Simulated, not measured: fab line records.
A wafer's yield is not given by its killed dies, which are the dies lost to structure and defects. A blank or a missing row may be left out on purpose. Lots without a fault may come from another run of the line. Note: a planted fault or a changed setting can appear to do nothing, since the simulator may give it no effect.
Split-lot trial / flow n5_finfet / route with 1938 steps; 7 lots, 39 wafers read

ABOUT THE SPLIT
At N5_DUMMY_GATE_ETCH_32 (etches SiO2 in CF4, target depth 3.5 nm, time 3.9 s), the setting time_s was moved away from the recipe's 3.9 s on 12 of the 39 wafers read, by -10.7% to +22.5%. All remaining wafers had this setting at the recipe value.

The reading is taken at the split's own step.

THE READING
etch.depth_nm (the simulator's own value, which no gauge read), in nm, at N5_DUMMY_GATE_ETCH_32 (etches SiO2 in CF4, target depth 3.5 nm, time 3.9 s). There is no usual value for it anywhere in the file. Average 3.501 nm, standard deviation 0.056 nm, over the 27 wafers here run with the recipe.

wafer=L074.1; tool, chamber at the split=rie_si-04, 0; time_s as run, s=3.9; against the recipe=recipe; etch.depth_nm, nm=3.502; against lot-mates on the recipe=-
wafer=L074.2; tool, chamber at the split=rie_si-04, 1; time_s as run, s=3.9; against the recipe=recipe; etch.depth_nm, nm=3.452; against lot-mates on the recipe=-
wafer=L074.3; tool, chamber at the split=rie_si-04, 3; time_s as run, s=3.9; against the recipe=recipe; etch.depth_nm, nm=3.441; against lot-mates on the recipe=-
wafer=L074.4; tool, chamber at the split=rie_si-04, 2; time_s as run, s=3.9; against the recipe=recipe; etch.depth_nm, nm=3.516; against lot-mates on the recipe=-
wafer=L074.5; tool, chamber at the split=rie_si-04, 1; time_s as run, s=3.9; against the recipe=recipe; etch.depth_nm, nm=3.424; against lot-mates on the recipe=-
wafer=L074.6; tool, chamber at the split=rie_si-04, 2; time_s as run, s=3.9; against the recipe=recipe; etch.depth_nm, nm=3.496; against lot-mates on the recipe=-
wafer=L077.1; tool, chamber at the split=rie_si-02, 1; time_s as run, s=3.9; against the recipe=recipe; etch.depth_nm, nm=3.526; against lot-mates on the recipe=-
wafer=L077.2; tool, chamber at the split=rie_si-02, 0; time_s as run, s=3.9; against the recipe=recipe; etch.depth_nm, nm=3.623; against lot-mates on the recipe=-
wafer=L077.3; tool, chamber at the split=rie_si-02, 2; time_s as run, s=3.483; against the recipe=-10.7%; etch.depth_nm, nm=3.141; against lot-mates on the recipe=-0.409
wafer=L077.4; tool, chamber at the split=rie_si-02, 3; time_s as run, s=3.483; against the recipe=-10.7%; etch.depth_nm, nm=3.101; against lot-mates on the recipe=-0.449
wafer=L077.5; tool, chamber at the split=rie_si-02, 3; time_s as run, s=3.9; against the recipe=recipe; etch.depth_nm, nm=3.502; against lot-mates on the recipe=-
wafer=L077.6; tool, chamber at the split=rie_si-02, 0; time_s as run, s=3.483; against the recipe=-10.7%; etch.depth_nm, nm=3.216; against lot-mates on the recipe=-0.334
wafer=L081.1; tool, chamber at the split=rie_si-04, 0; time_s as run, s=3.9; against the recipe=recipe; etch.depth_nm, nm=3.503; against lot-mates on the recipe=-
wafer=L081.2; tool, chamber at the split=rie_si-04, 3; time_s as run, s=3.9; against the recipe=recipe; etch.depth_nm, nm=3.467; against lot-mates on the recipe=-
wafer=L081.6; tool, chamber at the split=rie_si-04, 0; time_s as run, s=3.9; against the recipe=recipe; etch.depth_nm, nm=3.516; against lot-mates on the recipe=-
wafer=L085.1; tool, chamber at the split=rie_si-06, 3; time_s as run, s=3.9; against the recipe=recipe; etch.depth_nm, nm=3.468; against lot-mates on the recipe=-
wafer=L085.2; tool, chamber at the split=rie_si-06, 1; time_s as run, s=3.9; against the recipe=recipe; etch.depth_nm, nm=3.447; against lot-mates on the recipe=-
wafer=L085.3; tool, chamber at the split=rie_si-06, 2; time_s as run, s=4.292; against the recipe=+10.1%; etch.depth_nm, nm=3.894; against lot-mates on the recipe=+0.415
wafer=L085.4; tool, chamber at the split=rie_si-06, 0; time_s as run, s=4.292; against the recipe=+10.1%; etch.depth_nm, nm=3.929; against lot-mates on the recipe=+0.450
wafer=L085.5; tool, chamber at the split=rie_si-06, 1; time_s as run, s=4.292; against the recipe=+10.1%; etch.depth_nm, nm=3.813; against lot-mates on the recipe=+0.334
wafer=L085.6; tool, chamber at the split=rie_si-06, 2; time_s as run, s=3.9; against the recipe=recipe; etch.depth_nm, nm=3.522; against lot-mates on the recipe=-
wafer=L089.1; tool, chamber at the split=rie_si-04, 0; time_s as run, s=3.9; against the recipe=recipe; etch.depth_nm, nm=3.475; against lot-mates on the recipe=-
wafer=L089.2; tool, chamber at the split=rie_si-04, 2; time_s as run, s=3.9; against the recipe=recipe; etch.depth_nm, nm=3.521; against lot-mates on the recipe=-
wafer=L089.3; tool, chamber at the split=rie_si-04, 1; time_s as run, s=4.481; against the recipe=+14.9%; etch.depth_nm, nm=3.929; against lot-mates on the recipe=+0.466
wafer=L089.4; tool, chamber at the split=rie_si-04, 3; time_s as run, s=4.481; against the recipe=+14.9%; etch.depth_nm, nm=4; against lot-mates on the recipe=+0.537
wafer=L089.5; tool, chamber at the split=rie_si-04, 0; time_s as run, s=4.481; against the recipe=+14.9%; etch.depth_nm, nm=4.033; against lot-mates on the recipe=+0.570
wafer=L089.6; tool, chamber at the split=rie_si-04, 1; time_s as run, s=3.9; against the recipe=recipe; etch.depth_nm, nm=3.394; against lot-mates on the recipe=-
wafer=L095.1; tool, chamber at the split=rie_si-02, 1,2; time_s as run, s=3.9; against the recipe=recipe; etch.depth_nm, nm=3.592; against lot-mates on the recipe=-
wafer=L095.6; tool, chamber at the split=rie_si-02, 1,2; time_s as run, s=3.9; against the recipe=recipe; etch.depth_nm, nm=3.592; against lot-mates on the recipe=-
wafer=L095.2; tool, chamber at the split=rie_si-02, 2; time_s as run, s=4.776; against the recipe=+22.5%; etch.depth_nm, nm=4.312; against lot-mates on the recipe=+0.718
wafer=L095.3; tool, chamber at the split=rie_si-02, 0; time_s as run, s=3.9; against the recipe=recipe; etch.depth_nm, nm=3.598; against lot-mates on the recipe=-
wafer=L095.4; tool, chamber at the split=rie_si-02, 3; time_s as run, s=4.776; against the recipe=+22.5%; etch.depth_nm, nm=4.311; against lot-mates on the recipe=+0.717
wafer=L095.5; tool, chamber at the split=rie_si-02, 1; time_s as run, s=4.776; against the recipe=+22.5%; etch.depth_nm, nm=4.35; against lot-mates on the recipe=+0.756
wafer=L096.1; tool, chamber at the split=rie_si-04, 2; time_s as run, s=3.9; against the recipe=recipe; etch.depth_nm, nm=3.538; against lot-mates on the recipe=-
wafer=L096.2; tool, chamber at the split=rie_si-04, 1; time_s as run, s=3.9; against the recipe=recipe; etch.depth_nm, nm=3.427; against lot-mates on the recipe=-
wafer=L096.3; tool, chamber at the split=rie_si-04, 3; time_s as run, s=3.9; against the recipe=recipe; etch.depth_nm, nm=3.477; against lot-mates on the recipe=-
wafer=L096.4; tool, chamber at the split=rie_si-04, 0; time_s as run, s=3.9; against the recipe=recipe; etch.depth_nm, nm=3.5; against lot-mates on the recipe=-
wafer=L096.5; tool, chamber at the split=rie_si-04, 2; time_s as run, s=3.9; against the recipe=recipe; etch.depth_nm, nm=3.552; against lot-mates on the recipe=-
wafer=L096.6; tool, chamber at the split=rie_si-04, 3; time_s as run, s=3.9; against the recipe=recipe; etch.depth_nm, nm=3.459; against lot-mates on the recipe=-
Rows listing several chambers each stand for several wafers; the file does not say which wafer went through which chamber.

FIT RESULTS
A straight line over all 39 wafers: etch.depth_nm changes by +0.0352 nm for each +1% of time_s; r = +0.98; the points scatter about the line by 0.056 nm.
The same after taking each lot's own level away (the mean of its wafers on the recipe; 39 wafers): +0.0345 nm for each +1%; r = +0.99; scatter 0.046 nm.
According to that fit, moving time_s by its largest amount changes the reading by 0.78 nm.
The span of the lots' own levels, 3.4633 to 3.5940 nm, comes to 2.3 times the standard deviation stated above.
So the lot-to-lot level changes the slope little: the two slopes agree.
Check: for one of the wafers moved furthest among these (+22.5%), held out of the fit, the line's prediction against its lot-mates is +0.787 nm. Against them it came out at +0.718 nm.

OTHER SPLITS APPLIED TO THESE WAFERS
Other splits were also applied to these wafers ahead of the reading. Each is held against what the fit with the lots' levels taken away leaves over:
other split on the same wafers=N5_DUMMY_GATE_EXPOSE_12 dose_mj; wafers away from the commonest value=9; r with etch.depth_nm (lot level and that fit taken away)=+0.01
other split on the same wafers=N5_DUMMY_GATE_ETCH_37 source_w; wafers away from the commonest value=18; r with etch.depth_nm (lot level and that fit taken away)=+0.14
other split on the same wafers=N5_DUMMY_GATE_ETCH_31 target_depth_a; wafers away from the commonest value=12; r with etch.depth_nm (lot level and that fit taken away)=+0.28

THE FILE'S OWN FIT
etch.depth_nm changes by +0.0345 nm for each +1% of time_s, r = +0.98.
